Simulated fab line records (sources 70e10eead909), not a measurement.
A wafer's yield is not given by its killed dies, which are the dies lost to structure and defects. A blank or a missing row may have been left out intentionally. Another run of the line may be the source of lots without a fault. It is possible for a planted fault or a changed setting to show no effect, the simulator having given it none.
Which tool was responsible? ; flow nand harc ; Sampling: 14 lots, 42 wafers, 5 of 1159 route steps

== WHAT THE GAUGES READ, wafer by wafer ==
NHARC_END_SORT_01.
lot;measured;on;defect limited yield (%);killed at array;killed at other;killed at periphery;killed dies;killed open;killed short;sort_bin_2_pct (%);sort_bin_3_pct (%);sort_bin_4_pct (%);sort n pass;sort rim yield pct (%);sort yield pct (%)
L116;day 21 18:46;prober-02;65.7 65.7 62.3;30 31 32;1 0 1;201 201 222;232 232 255;0 6 4;1 0 4;12.0 13.3 12.9;1.62 2.51 1.33;20.7 18.5 23.5;445 445 422;65 65 66;65.7 65.7 62.3
L115;day 21 09:57;prober-01;69.9 64.7 62.0;14 13 9;0 0 1;190 226 247;204 239 257;2 2 3;2 3 1;9.9 14.0 11.8;1.62 2.51 2.07;18.6 18.8 24.1;473 438 420;73 62 62;69.9 64.7 62.0
L117;day 21 20:29;prober-01;66.5 65.9 65.4;28 26 21;0 0 0;199 205 213;227 231 234;5 1 3;2 1 5;10.0 10.6 10.9;1.62 2.07 2.07;21.9 21.4 21.6;450 446 443;64 73 70;66.5 65.9 65.4
L123;day 23 20:28;prober-01;89.5 92.3 93.8;64 45 41;0 0 0;7 7 1;71 52 42;3 6 2;4 4 3;3.8 2.7 1.9;1.03 0.15 0.59;5.6 4.9 3.7;606 625 635;91 93 90;89.5 92.3 93.8
L124;day 23 19:41;prober-02;97.8 97.6 97.9;11 12 13;1 1 1;3 3 0;15 16 14;3 4 3;1 5 1;0.3 0.6 0.4;0.15 0.15 0;1.8 1.6 1.6;662 661 663;97 96 93;97.8 97.6 97.9
L127;day 25 00:32;prober-02;92.5 92.2 93.9;46 51 39;0 0 0;5 2 2;51 53 41;3 4 4;2 4 2;2.4 2.7 1.9;0.44 0.15 0.15;4.7 5.0 4.0;626 624 636;88 90 93;92.5 92.2 93.9

== WHAT TOOL EACH LOT RAN ON (gives the tool, then ch and the chambers of the sampled wafers, and finally the start) ==
lot;NHARC_P_M2_ECD_22;NHARC_THIN_TSV_PVD_19;NHARC_THIN_TSV_PVD_51;NHARC_THIN_TSV_DEGAS_53
L107;ecd cu-01 ch 0,1, day 5 22:57;pvd sputter-03, day 19 06:58 or earlier;pvd sputter-03, day 19 06:58 or earlier;pvd sputter-02, day 19 06:58
L109;ecd cu-02 ch 0,1, day 6 08:58;pvd sputter-01, day 19 04:19 or earlier;pvd sputter-01, day 19 04:19 or earlier;pvd sputter-01, day 19 04:19
L108;ecd cu-02 ch 0,1, day 6 09:32;pvd sputter-01, day 19 09:12 or earlier;pvd sputter-01, day 19 09:12 or earlier;pvd sputter-03, day 19 09:12
L111;ecd cu-02 ch 0,1, day 7 02:41;pvd sputter-02, day 19 12:02 or earlier;pvd sputter-02, day 19 12:02 or earlier;pvd sputter-02, day 19 12:02
L110;ecd cu-01 ch 0,1, day 7 02:53;pvd sputter-01, day 19 10:19 or earlier;pvd sputter-01, day 19 10:19 or earlier;pvd sputter-01, day 19 10:19
L114;ecd cu-02 ch 0,1, day 7 18:14;pvd sputter-01, day 20 07:13 or earlier;pvd sputter-01, day 20 07:13 or earlier;pvd sputter-01, day 20 07:13
L116;ecd cu-01 ch 0,1, day 8 10:18;pvd sputter-03, day 21 08:03 or earlier;pvd sputter-03, day 21 08:03 or earlier;pvd sputter-02, day 21 08:03
L115;ecd cu-01 ch 0,1, day 8 10:36;pvd sputter-03, day 20 23:09 or earlier;pvd sputter-03, day 20 23:09 or earlier;pvd sputter-01, day 20 23:09
L117;ecd cu-01 ch 0,1, day 8 16:09;pvd sputter-02, day 21 09:17 or earlier;pvd sputter-02, day 21 09:17 or earlier;pvd sputter-02, day 21 09:17
L123;ecd cu-02 ch 0,1, day 10 12:49;pvd sputter-01, day 23 09:40 or earlier;pvd sputter-01, day 23 09:40 or earlier;pvd sputter-03, day 23 09:40
L124;ecd cu-02 ch 0,1, day 10 13:10;pvd sputter-03, day 23 10:39 or earlier;pvd sputter-03, day 23 10:39 or earlier;pvd sputter-02, day 23 10:39
L127;ecd cu-02 ch 0,1, day 11 06:14;pvd sputter-01, day 24 13:52 or earlier;pvd sputter-01, day 24 13:52 or earlier;pvd sputter-02, day 24 13:52
L128;ecd cu-02 ch 0,1, day 11 15:50;pvd sputter-01, day 24 02:48 or earlier;pvd sputter-01, day 24 02:48 or earlier;pvd sputter-03, day 24 02:48
L129;ecd cu-02 ch 0,1, day 11 16:28;pvd sputter-01, day 24 15:08 or earlier;pvd sputter-01, day 24 15:08 or earlier;pvd sputter-02, day 24 15:08
- NHARC_P_M2_ECD_22: material Cu, target thk 400 nm.
- NHARC_THIN_TSV_PVD_19: deposits TaN, target thk 20 nm.
- NHARC_THIN_TSV_PVD_51: deposits Cu, target thk 100 nm.
- NHARC_THIN_TSV_DEGAS_53: time 60 s.

== WHAT THE TOOLS THEMSELVES READ (means of the sampled wafers that have a number; where no wafer has one, the mark that the record gives instead) ==
NHARC_THIN_TSV_PVD_19.
lot;tool;throttle valve pct (%)
L107;pvd sputter-03;30.0
L109;pvd sputter-01;30.3
L108;pvd sputter-01;29.8
L111;pvd sputter-02;30.1
L110;pvd sputter-01;30.2
L114;pvd sputter-01;30.3
L116;pvd sputter-03;29.2
L115;pvd sputter-03;29.2
L117;pvd sputter-02;29.9
L123;pvd sputter-01;30.7
L124;pvd sputter-03;29.7
L127;pvd sputter-01;29.8
L128;pvd sputter-01;30.4
L129;pvd sputter-01;30.5

NHARC_THIN_TSV_PVD_51.
lot;tool;throttle valve pct (%)
L107;pvd sputter-03;29.9
L109;pvd sputter-01;29.9
L108;pvd sputter-01;30.4
L111;pvd sputter-02;29.5
L110;pvd sputter-01;30.2
L114;pvd sputter-01;30.4
L116;pvd sputter-03;29.2
L115;pvd sputter-03;30.1
L117;pvd sputter-02;29.3
L123;pvd sputter-01;30.2
L124;pvd sputter-03;29.9
L127;pvd sputter-01;29.9
L128;pvd sputter-01;30.4
L129;pvd sputter-01;31.2

NHARC_THIN_TSV_DEGAS_53.
lot;tool;heater power w (W)
L107;pvd sputter-02;399
L109;pvd sputter-01;456
L108;pvd sputter-03;412
L111;pvd sputter-02;467
L110;pvd sputter-01;469
L114;pvd sputter-01;470
L116;pvd sputter-02;427
L115;pvd sputter-01;457
L117;pvd sputter-02;413
L123;pvd sputter-03;448
L124;pvd sputter-02;423
L127;pvd sputter-02;400
L128;pvd sputter-03;389
L129;pvd sputter-02;422

== THE ANSWER, worked out from the rows above alone ==
Rule: what is usual is taken from the lots themselves. Put in order of their means at a reading, lots are off if they are a third of the lots or fewer, leave a main group of 4 or more, and stand apart from it by a gap of 3 or more times the standard deviation of the main group's means; of several such gaps the widest counts. A main group whose means are all the same, to the digits that the tables above print for the reading, isn't used. A lot without any number at a reading at which 4 lots or more have one is off too. The other lots that the step has rows for count as sound. The gauges are gone through in route order, then the tools' own readings, and for those a lot's mean is taken as printed above. At the first step where some lot is off, the reading lying furthest off is the one used; lots without a number count as furthest.
Across all readings shown, no lot is off: no conclusion can be drawn from this.

== WHAT THE SIMULATOR HAD INSERTED ==
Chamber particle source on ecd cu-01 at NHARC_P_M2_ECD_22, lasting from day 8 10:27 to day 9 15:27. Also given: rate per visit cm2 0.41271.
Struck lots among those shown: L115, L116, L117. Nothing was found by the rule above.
